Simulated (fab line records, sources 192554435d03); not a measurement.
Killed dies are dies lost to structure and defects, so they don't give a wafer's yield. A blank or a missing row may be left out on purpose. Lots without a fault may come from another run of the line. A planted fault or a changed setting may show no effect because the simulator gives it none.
Chamber matching | flow n5_finfet | N5_FIN_SAQP_FIN_ETCH_36 on rie_si-03: 4 sister chambers
The step etches the open film in HBr/Cl2/O2, target depth 120 nm, time 50.4 s. 8 wafers are shown with their chamber, then 7 later ones without.

WAFERS WITH THEIR CHAMBER
wafer  | chamber | throttle_valve_pct (%) | drypump_motor_current_A (A)
L074.6 | 2       | 35.3                   | 5.6
L076.5 | 0       | 35.3                   | 5.5
L079.5 | 3       | 36.3                   | 5.1
L084.2 | 1       | 35.7                   | 6.5
L084.3 | 0       | 35.4                   | 5.5
L084.5 | 3       | 36.3                   | 5.2
L091.2 | 2       | 35.3                   | 5.6
L091.4 | 1       | 35.7                   | 6.4

WAFERS WITHOUT THEIR CHAMBER
wafer  | throttle_valve_pct (%) | drypump_motor_current_A (A)
L091.6 | 36.3                   | 5.1
L094.1 | 35.3                   | 5.6
L094.4 | 35.4                   | 5.5
L094.5 | 35.3                   | 5.6
L095.2 | 35.3                   | 5.6
L095.5 | 35.3                   | 5.5
L095.6 | 35.7                   | 6.4

WHICH CHAMBER EACH WENT THROUGH
wafer  | from the rows above     | in truth
L091.6 | 3                       | 3
L094.1 | 2                       | 2
L094.4 | 0                       | 0
L094.5 | 2                       | 2
L095.2 | 2                       | 2
L095.5 | can't be placed: 0 or 2 | 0
L095.6 | 1                       | 1
Placed correctly: 6 of 7. Can't be placed from these rows: 1 (the true chamber is among the candidates in 1). Placed wrongly: 0.
How it was worked out, from the rows above alone: a wafer's distance from a chamber is the root of the sum, over the readings, of the square of ((its reading less the chamber's mean) divided by the reading's scatter). The wafer belongs to the nearest chamber; if the next one is less than 2 further off, it can't be placed. A chamber's mean is the mean of its shown wafers. The scatter: the root of (the sum of the squares of (reading less its chamber's mean) over the shown wafers, divided by (wafers less chambers)).
